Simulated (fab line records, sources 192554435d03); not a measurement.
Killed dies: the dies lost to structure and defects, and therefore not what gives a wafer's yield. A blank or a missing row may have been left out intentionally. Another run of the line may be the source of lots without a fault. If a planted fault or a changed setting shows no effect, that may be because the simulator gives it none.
What tool caused it?    flow n5_finfet    27 wafers from 9 lots sampled at 4 of the route's 1938 steps

== WHAT EACH GAUGE READ, for each wafer ==
N5_FIN_SAQP_CD_MEAS_16: target cd 35.6 nm.
lot   measured     on         cd_nm (nm)
L783  day 1 21:37  cd_sem-01  35.2 35.9 35.2
L784  day 2 05:13  cd_sem-03  35.5 35.5 36.0
L787  day 2 23:07  cd_sem-03  35.2 35.5 35.7
L789  day 3 10:22  cd_sem-02  33.0 33.0 32.9
L792  day 4 04:34  cd_sem-01  34.0 34.4 34.0
L799  day 5 21:43  cd_sem-03  35.9 36.0 35.8
L801  day 6 09:19  cd_sem-02  35.4 35.6 35.1
L803  day 6 22:09  cd_sem-03  35.5 36.3 35.3
L806  day 7 15:38  cd_sem-01  35.7 35.9 35.6

== EACH LOT AND THE TOOL THAT RAN IT (in order: tool; ch and the chambers of the sampled wafers; start) ==
lot   N5_PMOS_HMC_CHANNEL_EPI_STRIP_33   N5_PMOS_HMC_CHANNEL_EPI_ETCH_38  N5_FIN_SAQP_PEB_14
L783  rie_diel-05 ch 0,1,2, day 1 17:17  rie_si-04 ch 0,1,2, day 1 17:35  litho_track-01 ch 0, day 1 21:32
L784  rie_diel-02 ch 1,3, day 1 23:13    rie_si-06 ch 0,2,3, day 1 23:31  litho_track-03 ch 0, day 2 05:09
L787  rie_diel-02 ch 0,2,3, day 2 17:35  rie_si-01 ch 0,1,2, day 2 17:55  litho_track-01 ch 0, day 2 23:03
L789  rie_diel-02 ch 0,2, day 3 06:29    rie_si-01 ch 1,2,3, day 3 06:47  litho_track-01 ch 0, day 3 10:18
L792  rie_diel-05 ch 1,2,3, day 3 23:47  rie_si-06 ch 0,1,2, day 4 00:06  litho_track-01 ch 0, day 4 04:29
L799  rie_diel-04 ch 0,1,2, day 5 17:38  rie_si-06 ch 1,2, day 5 17:58    litho_track-03 ch 0, day 5 21:39
L801  rie_diel-02 ch 0,1,2, day 6 05:19  rie_si-01 ch 0,1, day 6 05:37    litho_track-03 ch 0, day 6 09:15
L803  rie_diel-04 ch 0,1,3, day 6 17:49  rie_si-01 ch 2,3, day 6 18:20    litho_track-05 ch 0, day 6 22:04
L806  rie_diel-02 ch 0,1, day 7 11:39    rie_si-04 ch 1,2, day 7 11:57    litho_track-03 ch 0, day 7 15:34
- N5_PMOS_HMC_CHANNEL_EPI_STRIP_33: strips in N2/H2.
- N5_PMOS_HMC_CHANNEL_EPI_ETCH_38: etches SiO2 in CF4, target depth 1.5 nm.
- N5_FIN_SAQP_PEB_14: peb time 60 s.

== THE ANSWER, worked out from the rows above alone ==
Rule: the usual values come from the lots themselves. The widest of any qualifying gaps counts: lots, ordered by their means at a reading, are off when they make up no more than a third of the lots, leave a main group of 4 or more, and stand apart from it by 3 or more times the standard deviation of that group's means. A main group is skipped when, at the precision printed for the reading in the tables above, its means are all equal. A lot without any number at a reading at which 4 lots or more have one is off too. All remaining lots with rows at the step are treated as sound.
Off, at N5_FIN_SAQP_CD_MEAS_16 on cd_nm: L789, L792. The main group: mean 35.6 nm, standard deviation 0.18.
If a tool, at a process step before that reading, ran all the lots that are off and no sound lot after the first of them, it fits. Those tools and the gauges at N5_FIN_SAQP_CD_MEAS_16 are tried in the same way. One candidate fits, namely litho_track-01 at N5_FIN_SAQP_PEB_14. A fault onset in the window from L787 (day 2 23:03, its last sound lot) to L789 (day 3 10:18, its first lot off) fits.

== WHAT THE SIMULATOR HAD INSERTED ==
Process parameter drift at N5_FIN_SAQP_PEB_14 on litho_track-01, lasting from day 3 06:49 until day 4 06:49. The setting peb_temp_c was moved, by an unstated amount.
Shown lots that were struck: L789, L792. The rule above reached the same finding.
